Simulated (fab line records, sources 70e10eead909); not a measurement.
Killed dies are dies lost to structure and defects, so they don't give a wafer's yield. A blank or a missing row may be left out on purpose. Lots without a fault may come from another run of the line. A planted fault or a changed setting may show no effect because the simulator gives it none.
Chamber matching | flow nand_harc | NHARC_P_GATE_DESCUM_48 on rie_diel-10: 4 sister chambers
The step chemistry O2, time 3 s. 8 wafers are shown with their chamber, then 10 later ones without.

WAFERS WITH THEIR CHAMBER
wafer  | chamber | showerhead_plenum_p_Torr (Torr) | drypump_motor_current_A (A)
L085.3 | 2       | 1.79                            | 6.0
L087.1 | 3       | 1.79                            | 6.1
L087.6 | 1       | 1.78                            | 6.5
L089.2 | 3       | 1.79                            | 6.0
L089.5 | 0       | 1.88                            | 5.9
L089.6 | 1       | 1.78                            | 6.5
L090.1 | 0       | 1.88                            | 6.0
L090.4 | 2       | 1.78                            | 5.9

WAFERS WITHOUT THEIR CHAMBER
wafer  | showerhead_plenum_p_Torr (Torr) | drypump_motor_current_A (A)
L090.5 | 1.78                            | 5.9
L092.2 | 1.78                            | 5.9
L092.3 | 1.78                            | 6.5
L092.4 | 1.78                            | 6.5
L094.1 | 1.78                            | 6.0
L094.4 | 1.88                            | 5.9
L094.6 | 1.79                            | 6.0
L095.2 | 1.78                            | 5.9
L095.5 | 1.78                            | 6.5
L095.6 | 1.88                            | 5.9

WHICH CHAMBER EACH WENT THROUGH
wafer  | from the rows above     | in truth
L090.5 | 2                       | 2
L092.2 | 2                       | 2
L092.3 | 1                       | 1
L092.4 | 1                       | 1
L094.1 | can't be placed: 2 or 3 | 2
L094.4 | 0                       | 0
L094.6 | can't be placed: 3 or 2 | 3
L095.2 | 2                       | 2
L095.5 | 1                       | 1
L095.6 | 0                       | 0
Placed correctly: 8 of 10. Can't be placed from these rows: 2 (the true chamber is among the candidates in 2). Placed wrongly: 0.
How it was worked out, from the rows above alone: a wafer's distance from a chamber is the root of the sum, over the readings, of the square of ((its reading less the chamber's mean) divided by the reading's scatter). The wafer belongs to the nearest chamber; if the next one is less than 2 further off, it can't be placed. A chamber's mean is the mean of its shown wafers. The scatter: the root of (the sum of the squares of (reading less its chamber's mean) over the shown wafers, divided by (wafers less chambers)).
